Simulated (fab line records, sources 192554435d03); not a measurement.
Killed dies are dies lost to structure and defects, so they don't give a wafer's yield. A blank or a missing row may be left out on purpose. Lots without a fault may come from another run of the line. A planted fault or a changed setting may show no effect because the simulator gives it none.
fab line records | flow n5_finfet
record lots=10 wafers=29 last_day=17
route steps=1938 shown DUMMY_GATE@232 PASSIVATION@1936
lots that met no fault: from a run of the same line without faults
start_h: hours from the record's first day to the start of the lot's first wafer shown | wait_h: hours since the lot's step before | " the same as in the row above | L1.1+2: a row that stands for several wafers | - no value, or no start given | * or withheld: withheld | < > ~ a bound
route shown NAME@n: a module of which the file shows steps, and the number in the route of the first | usual: mean/standard deviation of fault-free wafers | same: alike in all rows | chamber/n: place in a boat | sites: the reading at each site | _std_site: their standard deviation | _edge_site: outer sites' mean less inner sites' | radius_mm: how far each site lies from the wafer's centre | mask NAME#n: copy n | behind: the tool/chamber that last shaped the wafer | hold: why the lot was held/for how many hours/how that ended | device: the transistor (n, p or np) that didn't switch | end of line: the same wafers' tests at the end of the route | a step without rows: its recipe alone | killed: dies lost to structure and defects at the first sort, not the wafer's yield | map: a wafer's dies, x killed, . not, _ none there
set.NAME: the setting as run; set.NAME@STEP: as run at that earlier step | model.NAME: the simulator's own value behind a step, which no gauge read
steps of the route over a sample of lots; a table a step, a row a wafer
services: from which hour (start_h, from the record's first day; less than 0 if before it) a tool's chamber was out of use, for how many hours, and why
## steps
# step N5_DUMMY_GATE_OVL_MEAS_16
# recipe points_per_wafer=522
# usual GATE_OVL=-0.5/0.62
# columns lot.wafer tool chamber start_h wait_h GATE_OVL[nm]
L315.1 overlay-02 0 50.15 0.0 -1.0
L315.3 " 0 " " -1.0
L315.6 " 0 " " 0.4
L317.2 overlay-01 0 59.56 0.0 -0.6
L317.3 " 0 " " -1.0
L317.6 " 0 " " -1.6
L318.3 overlay-02 0 68.88 0.0 -0.5
L318.4 " 0 " " -0.2
L318.6 " 0 " " -1.1
L319.1 overlay-01 0 73.96 0.0 -1.9
L319.3 " 0 " " -0.4
L319.5 " 0 " " -0.8
L320.1 overlay-01 0 76.68 0.0 0.3
L320.5 " 0 " " -0.3
L320.6 " 0 " " -1.3
L322.4 overlay-01 0 88.41 0.0 -0.5
L322.5 " 0 " " -1.9
L322.6 " 0 " " -1.1
L328.2 overlay-02 0 126.55 0.0 0.4
L328.3 " 0 " " -0.2
L328.6 " 0 " " -0.6
L330.3 overlay-01 0 137.32 0.0 0.3
L330.5 " 0 " " 0.9
L330.6 " 0 " " 0.5
L332.2 overlay-02 0 147.27 0.0 -0.3
L332.6 " 0 " " 0.1
L338.1 overlay-02 0 184.34 0.0 -0.1
L338.2 " 0 " " -0.7
L338.5 " 0 " " -0.1
# step N5_DUMMY_GATE_TRIM_49
# recipe chemistry=O2 resist=SOC time_s=29 target_cd_nm=14 source_power_w=300 bias_power_w=0 O2_flow_sccm=100 temp_c=20
# usual drypump_motor_current_A=5.7/0.52 he_backside_leak_sccm=2.67/0.24 oes_product_au=0.992/0.014 throttle_valve_pct=8.13/0.17
# columns lot.wafer tool chamber start_h wait_h drypump_motor_current_A he_backside_leak_sccm oes_product_au rf_hours_counter_h throttle_valve_pct
L315.1 rie_si-05 1 50.47 0.0 5.8 2.82 1.013 116 8.08
L315.3 " 0 " " 5.9 2.64 1.017 154 8.47
L315.6 " 2 " " 4.8 2.40 0.972 - 8.06
L317.2 rie_si-02 1 60.11 0.0 5.4 2.24 0.993 66 8.32
L317.3 " 0 " " 5.9 2.49 1.003 75 7.93
L317.6 " 0 " " 5.9 3.64 1.001 - 7.95
L318.3 rie_si-06 2 69.18 0.0 6.5 2.64 0.974 1 8.01
L318.4 " 1 " " 5.5 2.47 1.000 - 7.97
L318.6 " 3 " " 5.8 3.21 1.018 - 8.10
L319.1 rie_si-05 2 74.28 0.0 4.8 2.24 0.967 48 8.06
L319.3 " 3 " " 5.4 2.84 0.983 45 8.32
L319.5 " 1 " " 5.8 2.77 1.010 - 8.08
L320.1 rie_si-02 0 77.00 0.0 5.9 2.64 1.001 76 7.94
L320.5 " 2 " " 5.2 2.89 1.001 - 8.34
L320.6 " 1 " " 5.4 2.48 0.982 - 8.35
L322.4 rie_si-05 1 88.71 0.0 5.7 2.91 1.009 117 8.09
L322.5 " 0 " " 5.9 2.87 1.015 - 8.47
L322.6 " 3 " " 5.3 3.08 0.978 - 8.32
L328.2 rie_si-06 0 126.87 0.0 6.6 2.86 0.982 1 8.00
L328.3 " 3 " " 5.8 2.93 1.005 194 8.11
L328.6 " 2 " " 6.5 2.61 0.980 - 8.00
L330.3 rie_si-06 2 137.92 0.0 6.5 2.51 0.975 2 8.00
L330.5 " 1 " " 5.5 2.36 1.206 - 7.98
L330.6 " 2 " " 6.5 2.56 0.971 - 8.00
L332.2 rie_si-06 1 147.58 0.0 5.5 2.61 1.217 75 7.97
L332.6 " 0 " " 6.6 2.91 0.986 - 8.01
L338.1 rie_si-05 1 185.16 0.0 5.8 2.87 1.000 119 8.08
L338.2 " 3 " " 5.3 2.78 0.983 47 8.32
L338.5 " 1 " " 5.7 2.87 1.010 - 8.09
# step N5_DUMMY_GATE_STRIP_40
# recipe chemistry=CF4 resist=SiARC power_w=300 bias_power_w=75 pressure_mtorr=50 cf4_flow_sccm=150 rf_frequency_hz=6e+07
# usual drypump_motor_current_A=5.7/0.39 oes_product_au=0.79/0.07 rf_vpp_V=271.4/1.2 showerhead_plenum_p_Torr=1.81/0.032 throttle_valve_pct=13.56/0.3
# columns lot.wafer tool chamber start_h wait_h drypump_motor_current_A oes_product_au rf_hours_counter_h rf_vpp_V showerhead_plenum_p_Torr throttle_valve_pct
L315.1 rie_diel-01 0 50.70 0.2 5.6 0.78 101 272.0 1.80 13.46
L315.3 " 2 " " 5.7 0.90 18 267.6 1.77 13.21
L315.6 " 0 " " 5.6 0.78 - 271.5 1.80 13.46
L317.2 rie_diel-05 0 60.21 0.1 5.7 0.72 195 272.1 1.78 13.89
L317.3 " 2 " " 5.0 0.97 1 271.3 1.83 12.91
L317.6 " 2 " " 5.0 0.97 - 272.2 1.83 12.89
L318.3 rie_diel-01 3 69.28 0.1 5.2 0.70 219 271.3 1.84 13.69
L318.4 " 0 " " 5.6 0.78 106 270.1 1.80 13.47
L318.6 " 0 " " 5.6 0.79 - 271.7 1.80 13.47
L319.1 rie_diel-01 3 74.38 0.1 5.1 0.70 220 272.6 1.84 13.69
L319.3 " 1 " " 5.7 0.87 46 270.8 1.83 13.40
L319.5 " 2 " " 5.7 0.88 - 269.5 1.77 13.22
L320.1 rie_diel-01 1 77.26 0.2 5.7 0.87 47 273.3 1.83 13.40
L320.5 " 0 " " 5.6 0.78 - 271.0 1.80 13.47
L320.6 " 1 " " 5.7 0.86 - 271.3 1.83 13.41
L322.4 rie_diel-03 3 88.80 0.1 6.2 0.95 7 272.2 1.83 13.25
L322.5 " 2 " " 5.4 0.76 - 271.6 1.81 13.50
L322.6 " 1 " " 6.2 0.76 - 274.1 1.87 13.49
L328.2 rie_diel-03 2 126.96 0.1 5.4 0.75 129 270.9 1.80 13.53
L328.3 " 1 " " 6.2 0.75 137 273.5 1.87 13.53
L328.6 " 2 " " 5.4 0.75 - 270.2 1.80 13.54
L330.3 rie_diel-01 2 138.01 0.1 5.7 0.85 42 270.1 1.76 13.28
L330.5 " 3 " " 5.1 0.69 - 271.8 1.84 13.73
L330.6 " 0 " " 5.6 0.77 - 271.4 1.80 13.52
L332.2 rie_diel-03 2 147.68 0.1 5.4 0.74 135 272.0 1.80 13.54
L332.6 " 3 " " 6.2 0.90 - 272.3 1.82 13.30
L338.1 rie_diel-03 1 185.26 0.1 6.1 0.74 154 272.2 1.87 13.57
L338.2 " 0 " " 6.2 0.79 125 270.8 1.74 13.39
L338.5 " 1 " " 6.1 0.74 - 273.7 1.87 13.57
# step N5_DUMMY_GATE_CD_MEAS_50
# recipe target_cd_nm=14
# usual cd_nm=14.0/0.31
# columns lot.wafer tool chamber start_h wait_h cd_nm
L315.1 cd_sem-03 - 50.75 0.0 13.5
L315.3 " - " " 13.8
L315.6 " - " " 13.9
L317.2 cd_sem-03 - 60.26 0.0 14.4
L317.3 " - " " 14.2
L317.6 " - " " 14.3
L318.3 cd_sem-01 - 69.34 0.0 14.3
L318.4 " - " " 13.6
L318.6 " - " " 14.0
L319.1 cd_sem-02 - 74.43 0.0 14.2
L319.3 " - " " 13.6
L319.5 " - " " 13.3
L320.1 cd_sem-01 - 77.31 0.0 13.8
L320.5 " - " " 14.7
L320.6 " - " " 13.7
L322.4 cd_sem-03 - 88.86 0.0 14.0
L322.5 " - " " 14.2
L322.6 " - " " 13.9
L328.2 cd_sem-03 - 127.02 0.0 13.8
L328.3 " - " " 14.0
L328.6 " - " " 14.4
L330.3 cd_sem-02 - 138.07 0.0 14.6
L330.5 " - " " 11.0
L330.6 " - " " 15.1
L332.2 cd_sem-03 - 147.73 0.0 11.0
L332.6 " - " " 13.9
L338.1 cd_sem-02 - 185.31 0.0 13.8
L338.2 " - " " 14.2
L338.5 " - " " 14.0
# step N5_DUMMY_GATE_ETCH_23
# recipe chemistry=HBr/Cl2/O2 HBr_flow_sccm=150 Cl2_flow_sccm=80 O2_flow_sccm=12 bias_w=102 target_depth_a=410 time_s=22.3 target=poly-Si mask_material=SiO2 pressure_mtorr=10 icp_w=800
# usual drypump_motor_current_A=5.6/0.39 he_backside_leak_sccm=2.6/0.31 oes_product_au=0.995/0.013 throttle_valve_pct=37.3/0.38
# columns lot.wafer tool chamber start_h wait_h drypump_motor_current_A he_backside_leak_sccm oes_product_au rf_hours_counter_h throttle_valve_pct
L315.1 rie_si-02 3 51.10 0.0 5.8 2.5 0.970 32 37.2
L315.3 " 0 " " 5.9 2.8 1.005 75 36.7
L315.6 " 2 " " 5.2 3.3 0.988 - 37.6
L317.2 rie_si-06 1 60.59 0.0 5.5 2.4 1.001 74 37.1
L317.3 " 2 " " 6.5 2.5 0.973 0 37.0
L317.6 " 1 " " 5.5 2.5 0.997 - 37.1
L318.3 rie_si-02 0 69.66 0.0 5.9 2.7 1.004 76 36.7
L318.4 " 2 " " 5.2 3.0 0.991 172 37.5
L318.6 " 0 " " 5.9 2.6 0.996 - 36.7
L319.1 rie_si-02 0 74.76 0.0 5.9 2.7 0.992 76 36.7
L319.3 " 1 " " 5.4 2.4 1.002 67 37.6
L319.5 " 1 " " 5.3 2.3 1.001 - 37.6
L320.1 rie_si-05 2 77.81 0.0 4.8 2.4 0.983 49 37.0
L320.5 " 3 " " 5.4 2.9 0.991 - 37.9
L320.6 " 0 " " 5.9 2.6 1.020 - 37.7
L322.4 rie_si-02 3 89.37 0.0 5.7 2.6 0.985 33 37.2
L322.5 " 0 " " 5.9 2.5 0.997 - 36.7
L322.6 " 3 " " 5.8 2.6 0.991 - 37.1
L328.2 rie_si-02 0 127.34 0.0 5.9 2.6 0.989 77 36.7
L328.3 " 3 " " 5.8 2.5 0.996 34 37.2
L328.6 " 3 " " 5.8 2.4 0.977 - 37.2
L330.3 rie_si-05 3 138.39 0.0 5.4 2.9 0.991 46 37.9
L330.5 " 0 " " 5.9 2.7 1.014 - 37.7
L330.6 " 1 " " 5.7 2.7 1.005 - 37.0
L332.2 rie_si-02 3 148.06 0.0 5.8 2.4 0.986 34 37.2
L332.6 " 1 " " 5.4 2.5 1.007 - 37.6
L338.1 rie_si-02 3 185.64 0.0 5.8 2.4 0.989 35 37.2
L338.2 " 1 " " 5.4 2.4 0.998 69 37.6
L338.5 " 3 " " 5.8 2.5 0.987 - 37.2
# step N5_DUMMY_GATE_CD_MEAS_24
# recipe target_cd_nm=15
# usual cd_nm=15.1/0.31
# columns lot.wafer tool chamber start_h wait_h cd_nm
L315.1 cd_sem-02 - 51.27 0.1 14.9
L315.3 " - " " 14.9
L315.6 " - " " 15.4
L317.2 cd_sem-03 - 60.76 0.1 15.3
L317.3 " - " " 15.2
L317.6 " - " " 15.4
L318.3 cd_sem-02 - 69.83 0.1 15.3
L318.4 " - " " 15.0
L318.6 " - " " 15.5
L319.1 cd_sem-01 - 74.92 0.1 14.9
L319.3 " - " " 14.6
L319.5 " - " " 14.7
L320.1 cd_sem-02 - 77.97 0.1 14.6
L320.5 " - " " 15.4
L320.6 " - " " 14.3
L322.4 cd_sem-03 - 89.54 0.1 15.5
L322.5 " - " " 15.3
L322.6 " - " " 15.0
L328.2 cd_sem-01 - 127.51 0.1 15.1
L328.3 " - " " 15.0
L328.6 " - " " 14.7
L330.3 cd_sem-02 - 138.56 0.1 15.9
L330.5 " - " " 12.0
L330.6 " - " " 15.4
L332.2 cd_sem-03 - 148.23 0.1 11.6
L332.6 " - " " 15.1
L338.1 cd_sem-02 - 185.81 0.1 15.4
L338.2 " - " " 15.3
L338.5 " - " " 15.5
# step N5_PASSIVATION_PROBE_49
# usual killed_at_M0_to_M3=33/8.9 killed_at_M4_up=15/5.4 killed_at_contacts=13/5.8 killed_at_front_end=39/9.9 killed_at_other=3.2/2.9 killed_dies=102/15 killed_on_rim=13/3.7 killed_open=68/12 killed_short=34/7.6
# same gross_dies=1180 killed_at_back_side=0
# columns lot.wafer tool chamber start_h wait_h killed_at_M0_to_M3 killed_at_M4_up killed_at_contacts killed_at_front_end killed_at_other killed_dies killed_on_rim killed_open killed_short
L319.1 prober-02 - 294.38 0.0 19 12 13 29 0 73 10 48 25
L319.3 prober-02 - 294.48 0.1 37 12 12 40 1 102 14 67 35
L319.5 prober-02 - 294.58 0.2 33 22 7 47 1 110 14 68 42
L322.6 prober-01 - 318.17 0.3 24 12 16 46 3 101 14 69 32
L328.2 prober-02 - 345.31 0.1 40 14 8 51 2 115 17 74 40
L328.3 prober-02 - 345.36 0.1 21 13 18 57 1 110 11 72 38
L330.3 prober-02 - 360.31 0.1 41 12 9 57 0 119 16 72 46
L330.5 prober-02 - 360.41 0.2 26 22 15 776 0 839 145 69 37
L330.6 prober-02 - 360.46 0.3 33 8 10 59 0 110 13 58 52
L332.2 prober-02 - 364.78 0.1 40 14 23 965 1 1043 152 89 28
L332.6 prober-02 - 364.98 0.3 45 13 18 45 3 124 14 87 34
# killed by level:class
L319.1 MOL_CONTACT_COAG:geometric_particle:open=11 FIN_SAQP:geometric_particle:short=5 BEOL_M0_SAQP:geometric_particle:open=5 BEOL_M0_SAQP:geometric_particle:short=5 STARTING-WAFER:geometric_particle:open=5 FIN_SAQP:geometric_particle:open=4 STI_FIN_REVEAL:geometric_particle:open=4 BEOL_M2:geometric_particle:open=4
L319.3 BEOL_M0_SAQP:geometric_particle:short=17 BEOL_M0_SAQP:geometric_particle:open=12 MOL_CONTACT_COAG:geometric_particle:open=10 STI_FIN_REVEAL:geometric_particle:open=9 FIN_SAQP:geometric_particle:short=6 FIN_SAQP:geometric_particle:open=5 ILD0:geometric_particle:open=4 BEOL_M2:geometric_particle:open=4
L319.5 FIN_SAQP:geometric_particle:open=13 FIN_SAQP:geometric_particle:short=12 BEOL_M4:geometric_particle:open=12 BEOL_M0_SAQP:geometric_particle:open=10 BEOL_M2:geometric_particle:open=10 BEOL_M0_SAQP:geometric_particle:short=9 STI_FIN_REVEAL:geometric_particle:open=5 MOL_CONTACT_COAG:geometric_particle:open=5
L322.6 MOL_CONTACT_COAG:geometric_particle:open=13 FIN_SAQP:geometric_particle:short=12 FIN_SAQP:geometric_particle:open=11 BEOL_M0_SAQP:geometric_particle:open=8 STI_FIN_REVEAL:geometric_particle:open=7 BEOL_M2:geometric_particle:open=6 BEOL_M4:geometric_particle:open=4 STARTING-WAFER:geometric_particle:open=3
L328.2 FIN_SAQP:geometric_particle:short=16 STI_FIN_REVEAL:geometric_particle:open=13 BEOL_M0_SAQP:geometric_particle:open=11 FIN_SAQP:geometric_particle:open=8 BEOL_M1:geometric_particle:open=8 BEOL_M3:geometric_particle:open=8 BEOL_M4:geometric_particle:open=8 MOL_CONTACT_COAG:geometric_particle:open=7
L328.3 FIN_SAQP:geometric_particle:open=19 FIN_SAQP:geometric_particle:short=18 MOL_CONTACT_COAG:geometric_particle:open=17 BEOL_M2:geometric_particle:open=7 GATE_CUT:geometric_particle:short=7 BEOL_M0_SAQP:geometric_particle:open=5 GATE_CUT:geometric_particle:open=4 BEOL_M4:geometric_particle:open=4
L330.3 FIN_SAQP:geometric_particle:short=13 BEOL_M0_SAQP:geometric_particle:open=13 BEOL_M0_SAQP:geometric_particle:short=11 MOL_CONTACT_COAG:geometric_particle:open=9 STI_FIN_REVEAL:geometric_particle:open=8 GATE_CUT:geometric_particle:short=7 BEOL_M4:geometric_particle:open=7 BEOL_M3:geometric_particle:open=6
L330.5 DUMMY_GATE:area_trim=733 MOL_CONTACT_COAG:geometric_particle:open=13 FIN_SAQP:geometric_particle:open=8 BEOL_M5:geometric_particle:open=8 FIN_SAQP:geometric_particle:short=7 STI_FIN_REVEAL:geometric_particle:open=7 BEOL_M0_SAQP:geometric_particle:short=7 BEOL_M3:geometric_particle:open=7
L330.6 FIN_SAQP:geometric_particle:short=21 BEOL_M0_SAQP:geometric_particle:short=12 FIN_SAQP:geometric_particle:open=10 MOL_CONTACT_COAG:geometric_particle:open=9 BEOL_M0_SAQP:geometric_particle:open=8 STARTING-WAFER:geometric_particle:short=6 DUMMY_GATE:geometric_particle:open=5 GATE_CUT:geometric_particle:short=5
L332.2 DUMMY_GATE:area_trim=925 MOL_CONTACT_COAG:geometric_particle:open=21 BEOL_M0_SAQP:geometric_particle:open=11 BEOL_M3:geometric_particle:open=11 STI_FIN_REVEAL:geometric_particle:open=10 FIN_SAQP:geometric_particle:short=8 BEOL_M2:geometric_particle:open=8 BEOL_M0_SAQP:geometric_particle:short=7
L332.6 MOL_CONTACT_COAG:geometric_particle:open=15 STI_FIN_REVEAL:geometric_particle:open=12 BEOL_M3:geometric_particle:open=12 BEOL_M0_SAQP:geometric_particle:open=10 BEOL_M1:geometric_particle:open=7 FIN_SAQP:geometric_particle:open=6 FIN_SAQP:geometric_particle:short=5 STI_FIN_REVEAL:geometric_particle:short=5
## services
# columns tool chamber start_h hours kind
rie_diel-03 - 37.77 0.8 repair
rie_diel-01 3 39.06 7.1 repair
rie_si-06 0 41.82 - clean
rie_si-06 0 41.82 - consumable_replace:focus_ring
rie_si-06 0 41.82 33.2 scheduled_down
rie_si-06 0 41.82 33.2 vent_cycle
rie_diel-01 1 43.87 7.9 repair
rie_diel-01 0 45.22 2.3 repair
rie_diel-03 3 47.62 - clean
rie_diel-03 3 47.62 - consumable_replace:focus_ring
rie_diel-03 3 47.62 16.9 scheduled_down
rie_diel-03 3 47.62 16.9 vent_cycle
rie_si-02 3 70.82 6.4 repair
rie_diel-05 0 106.62 15.8 repair
rie_si-06 - 108.43 0.6 repair
rie_diel-01 0 123.95 6.4 repair
rie_si-06 3 154.25 - clean
rie_si-06 3 154.25 25.8 scheduled_down
rie_si-06 3 154.25 25.8 vent_cycle
rie_diel-01 3 177.08 - clean
rie_diel-01 3 177.08 - consumable_replace:focus_ring
rie_diel-01 3 177.08 12.5 scheduled_down
rie_diel-01 3 177.08 12.5 vent_cycle
rie_si-05 0 181.00 14.2 repair
## key
first_sign step=N5_DUMMY_GATE_TRIM_49 reading=oes_product_au direction=up sigmas=16 usual=0.992 struck=1.212
effect step=N5_DUMMY_GATE_CD_MEAS_50 reading=cd_nm direction=down sigmas=9.8 usual=14.0 struck=11.0
effect step=N5_DUMMY_GATE_CD_MEAS_24 reading=cd_nm direction=down sigmas=10 usual=15.1 struck=11.8
effect step=N5_PASSIVATION_PROBE_49 reading=killed_at_front_end direction=up sigmas=84 usual=39 struck=870
more_kills_born_at N5_DUMMY_GATE_TRIM_49@rie_si-06=1658
met_at N5_DUMMY_GATE_TRIM_49
struck_lots L330,L332
struck_wafers L330.5,L332.2
later_rows_left_out L330.5,L332.2
tester_left_out L330,L332
not_acting_at N5_DUMMY_GATE_OVL_MEAS_16,N5_DUMMY_GATE_STRIP_40,N5_DUMMY_GATE_ETCH_23
onset_between 126.87 137.92
fault kind=process_parameter_drift tool=rie_si-06 chamber=- onset_h=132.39 steps=N5_DUMMY_GATE_TRIM_49 channel=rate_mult offset=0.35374 shape=step end_h=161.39 scope=struck_wafers_only
# tester_left_out: of these lots the tester's yield and bins aren't shown, on N5 and GAA mostly nor the transistor test; their killed dies are dies lost to structure and defects alone, not to doping, threshold or leakage, so they don't give the yield
# later_rows_left_out: the simulator's readings of these wafers behind a module that went badly wrong aren't trusted and aren't shown, but for the sort
